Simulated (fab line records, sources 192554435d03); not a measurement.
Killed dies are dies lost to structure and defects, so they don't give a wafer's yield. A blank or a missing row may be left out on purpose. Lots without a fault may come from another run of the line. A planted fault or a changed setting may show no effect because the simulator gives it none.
A struck lot beside a sound one | flow n5_finfet | 37 steps out of a route of 1938
Sound: wafers L399.1, L399.3, L399.5. Struck: wafers L397.1, L397.2, L397.4. The cause comes at the end.
At each step with rows: each side's tool, then ch and its chambers, then its first start. Under that, the readings that differ: sound wafers | struck wafers | difference of the means | sigmas: that difference in standard deviations of wafers without a fault.
alike: readings whose means differ by less than 2 such deviations, and words and numbers that are the same on both sides. not compared: withheld readings, readings that some wafer has no value for, bounds like >300 that may hide the same value, and numbers for which the record gives no deviation and whose values overlap.
The two part at a step that has a row with sigmas, a row that says differs or no value, or rows on one side only. Numbers that don't overlap but have no deviation are shown without sigmas and don't part them. A reading that every wafer of one side lacks parts them only if that side has two wafers or more.

first, 9 steps without rows for these wafers: N5_BEOL_M4_ANNEAL_95 (time 240 s); N5_BEOL_M4_SPUTTER_96 (material Cu, target thk 4.5 nm, time 8.29 s); N5_BEOL_M4_ECD_50 (material Cu, target thk 300 nm); N5_BEOL_M4_ANNEAL_51 (time 90 s); N5_BEOL_M4_CMP_52 (polishes, stops on SiOC, t overpolish 6.8 s, target thk 40 nm); N5_BEOL_M4_PRE_CLEAN_60 (time 15 s); N5_BEOL_M4_CO_CAP_55 (material Co, precursor CCTBA/H2, target thk 2 nm, time 102.1 s); N5_BEOL_M4_PRE_CLEAN_56 (time 15 s); N5_BEOL_M4_DEP_57 (deposits SiCN from 3MS/NH3, target thk 8 nm, time 14 s).
N5_BEOL_M4_RC_MEAS_101:
  sound on prober-01 ch 0, day 12 06:41; struck on prober-02 ch 0, day 12 03:46
  alike: DIBL_N, DIBL_P, IOFF_N, IOFF_P, ION_N, ION_P, SS_N, SS_P, VT_N, VT_P
then, 24 steps without rows for these wafers: N5_BEOL_M5_ILD_DEP_00 (deposits SiCOH lowk from DEMS/porogen, target thk 140.64 nm, time 25.9 s); N5_BEOL_M5_CURE_79 (cures SiCOH lowk, time 240 s); N5_BEOL_M5_PECVD_70 (deposits SiO2 from TEOS/O2, target thk 16 nm, time 18 s); N5_BEOL_M5_HM_DEP_02 (deposits TiN, target thk 20 nm); N5_BEOL_M5_COAT_59 (time 60 s, resist thk 60 nm); N5_BEOL_M5_COAT_60 (time 60 s, resist thk 12 nm); N5_BEOL_M5_COAT_71 (time 60 s, resist thk 5 nm); N5_BEOL_M5_COAT_05 (resist thk 30 nm); N5_BEOL_M5_EBR_07; N5_BEOL_M5_SOFTBAKE_06 (time 60 s); N5_BEOL_M5_EXPOSE_08 (exposes mask M5, target cd 28 nm); N5_BEOL_M5_PEB_09 (peb time 60 s); N5_BEOL_M5_DEVELOP_10 (develop time 30 s); N5_BEOL_M5_DESCUM_16 (chemistry O2, time 7 s); N5_BEOL_M5_ETCH_72 (etches underlayer in N2/H2, target depth 6.5 nm, time 5.2 s); N5_BEOL_M5_ETCH_61 (etches SiARC in CF4, target depth 15.6 nm, time 26 s); N5_BEOL_M5_ETCH_62 (etches SOC in N2/H2, target depth 75 nm, overetch 15 nm, time 112.5 s); N5_BEOL_M5_STRIP_63 (strips in N2/H2); N5_BEOL_M5_STRIP_73 (strips in N2/H2); N5_BEOL_M5_STRIP_64 (strips in CF4); N5_BEOL_M5_HM_OPEN_17 (chemistry Cl2/BCl3, target TiN, target depth 20 nm, overetch 6 nm); N5_BEOL_M5_STRIP_19 (strips in O2); N5_BEOL_M5_COAT_65 (time 60 s, resist thk 60 nm); N5_BEOL_M5_COAT_66 (time 60 s, resist thk 12 nm).
-- the record jumps here: 3 days lie between the struck wafers' starts before and after (it left off in module BEOL_M5 and takes up again in module BEOL_M12, whose first step shown is number 1643 of the route) --
N5_BEOL_M12_ETCH_38: etches SiCN in CF4/N2, target depth 68.7 nm, time 73.4 s.
  sound on rie_diel-02 ch 0,3, day 15 07:34; struck on rie_diel-02 ch 0,1,2, day 14 19:59
  no value came back on the struck wafers for any of 8 readings (bias_w (W), cf4_flow_sccm (sccm) and others); on the sound wafers bias_w (W) reads 70.30 70.24 69.92
  reading                                       | sound             | struck          | difference | sigmas
  model.SiOC_of_BEOL_M12_ILD_DEP_00.thk_nm (nm) | 600.2 610.6 620.2 | 652.6 649 653.6 | +41.4      |
  not compared: rf_hours_counter_h
N5_BEOL_M12_CMP_49: polishes, stops on SiOC, t overpolish 20.6 s, target thk 320 nm.
  sound on cmp-03 ch 1,2, day 15 09:13; struck on cmp-02 ch 0,1,3, day 14 21:09
  reading                                       | sound             | struck          | difference | sigmas
  model.SiOC_of_BEOL_M12_ILD_DEP_00.thk_nm (nm) | 590.2 600.6 610.2 | 642.6 639 643.6 | +41.4      |
  alike: clearing_platen_rpm, motor_current_A
N5_PASSIVATION_PROBE_49:
  sound on prober-02, day 16 18:05; struck on prober-01, day 16 05:03
  reading                  | sound          | struck         | difference | sigmas
  defect_limited_yield (%) | 91.2 92.5 92.6 | 0 0 0          | -92        | -66
  killed_at_M4_up          | 6 22 12        | 1115 1092 1103 | +1090      | +99 or more
  killed_dies              | 104 89 87      | 1180 1180 1180 | +1087      | +64
  killed_on_rim            | 9 15 12        | 152 152 152    | +140       | +31
  sort_bin_5_function (%)  | 4.4 4.8 3.9    | 97.3 96.8 96.6 | +92.5      | +99 or more
  sort_n_pass              | 1076 1091 1093 | 0 0 0          | -1087      | -64
  sort_yield_pct (%)       | 91.2 92.5 92.6 | 0 0 0          | -92        | -66
  alike: killed_at_M0_to_M3, killed_at_contacts, killed_at_front_end, killed_at_other, killed_open, killed_short, sort_bin_6_memory

WHERE THEY PART
First at N5_BEOL_M12_ETCH_38; last, within this record, at N5_PASSIVATION_PROBE_49.

WHY: what the simulator had put in
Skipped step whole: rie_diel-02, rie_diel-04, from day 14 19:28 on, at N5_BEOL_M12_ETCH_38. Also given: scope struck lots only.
